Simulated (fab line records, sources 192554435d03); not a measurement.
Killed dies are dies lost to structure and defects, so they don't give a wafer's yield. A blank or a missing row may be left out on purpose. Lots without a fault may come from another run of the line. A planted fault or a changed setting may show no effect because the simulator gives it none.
Which tool did it? | flow n5_finfet | 9 lots, 25 wafers sampled, at 5 steps of a route of 1938

WHAT THE GAUGES READ, wafer by wafer
N5_SPACER0_INSPECT_04: inspects for defects (darkfield).
lot  | measured    | on                | raw_defect_count
L624 | day 4 05:53 | defect_inspect-02 | 169 129 137
L625 | day 4 11:35 | defect_inspect-01 | 143 155 203
L626 | day 4 19:46 | defect_inspect-01 | 144 176 143
L628 | day 5 08:56 | defect_inspect-02 | 171 141 173
L629 | day 5 13:32 | defect_inspect-02 | 87 105 150
L639 | day 8 01:52 | defect_inspect-02 | 544
L640 | day 8 11:47 | defect_inspect-01 | 244 202 197
L642 | day 8 19:58 | defect_inspect-02 | 95 101 80
L641 | day 8 20:52 | defect_inspect-02 | 121 118 140

WHICH TOOL RAN EACH LOT (tool, then ch and the chambers of the sampled wafers, then the start)
lot  | N5_DUMMY_GATE_ETCH_37             | N5_DUMMY_GATE_TRIM_49           | N5_DUMMY_GATE_STRIP_40            | N5_DUMMY_GATE_ETCH_32
L624 | rie_diel-01 ch 0,1,3, day 4 04:13 | rie_si-03 ch 0,1,2, day 4 04:19 | rie_diel-01 ch 0,2, day 4 04:25   | rie_si-04 ch 1,2,3, day 4 04:46
L625 | rie_diel-01 ch 2,3, day 4 09:36   | rie_si-05 ch 0,1,3, day 4 09:41 | rie_diel-06 ch 0,1,3, day 4 10:02 | rie_si-03 ch 0,1,2, day 4 10:23
L626 | rie_diel-01 ch 2,3, day 4 15:45   | rie_si-04 ch 0,1,2, day 4 15:50 | rie_diel-02 ch 1,2,3, day 4 15:58 | rie_si-04 ch 0,1,2, day 4 16:23
L628 | rie_diel-06 ch 1,2, day 5 07:19   | rie_si-05 ch 1,2,3, day 5 07:24 | rie_diel-06 ch 0,1,3, day 5 07:30 | rie_si-03 ch 0,2,3, day 5 07:51
L629 | rie_diel-01 ch 0,1,2, day 5 11:56 | rie_si-05 ch 1,2,3, day 5 12:00 | rie_diel-02 ch 0,1,3, day 5 12:07 | rie_si-03 ch 0,2,3, day 5 12:26
L639 | rie_diel-02 ch 0, day 8 00:14     | rie_si-05 ch 0, day 8 00:19     | rie_diel-02 ch 0, day 8 00:25     | rie_si-04 ch 1, day 8 00:46
L640 | rie_diel-06 ch 0,2,3, day 8 09:47 | rie_si-04 ch 1,3, day 8 09:52   | rie_diel-06 ch 0,2,3, day 8 10:05 | rie_si-03 ch 1,2, day 8 10:26
L642 | rie_diel-01 ch 1,2, day 8 18:16   | rie_si-03 ch 0,2,3, day 8 18:22 | rie_diel-06 ch 0,3, day 8 18:27   | rie_si-05 ch 1,2, day 8 18:48
L641 | rie_diel-02 ch 0,1, day 8 19:15   | rie_si-03 ch 0,1,2, day 8 19:20 | rie_diel-02 ch 0,2,3, day 8 19:26 | rie_si-04 ch 0,3, day 8 19:46
- N5_DUMMY_GATE_ETCH_37: etches SOC in N2/H2, target depth 60 nm, overetch 30 nm.
- N5_DUMMY_GATE_TRIM_49: chemistry O2, time 29 s, target cd 14 nm.
- N5_DUMMY_GATE_STRIP_40: strips in CF4.
- N5_DUMMY_GATE_ETCH_32: etches SiO2 in CF4, target depth 3.5 nm, time 3.9 s.

THE ANSWER, worked out from the rows above alone
Rule: what is usual is taken from the lots themselves. Put in order of their means at a reading, lots are off if they are a third of the lots or fewer, leave a main group of 4 or more, and stand apart from it by a gap of 3 or more times the standard deviation of the main group's means; of several such gaps the widest counts. A main group whose means are all the same, to the digits that the tables above print for the reading, isn't used. A lot without any number at a reading at which 4 lots or more have one is off too. The other lots that the step has rows for count as sound.
Off: L639, at N5_SPACER0_INSPECT_04 (raw_defect_count). The main group: mean 147, standard deviation 35.
A tool fits if, at a process step before that reading, it ran every lot that is off, and no sound lot after the first of them. The gauges at N5_SPACER0_INSPECT_04 are tried like those tools. One fits: rie_si-05 at N5_DUMMY_GATE_TRIM_49. Its last sound lot is L629 (day 5 12:00), its first lot that is off L639 (day 8 00:19): a fault that began between those two fits.

WHAT THE SIMULATOR HAD PUT IN
Chamber particle source: rie_si-05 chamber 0, from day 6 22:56 on, at N5_DUMMY_GATE_TRIM_49. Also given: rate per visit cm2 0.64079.
Lots struck among those shown: L639. The rule above found the same.
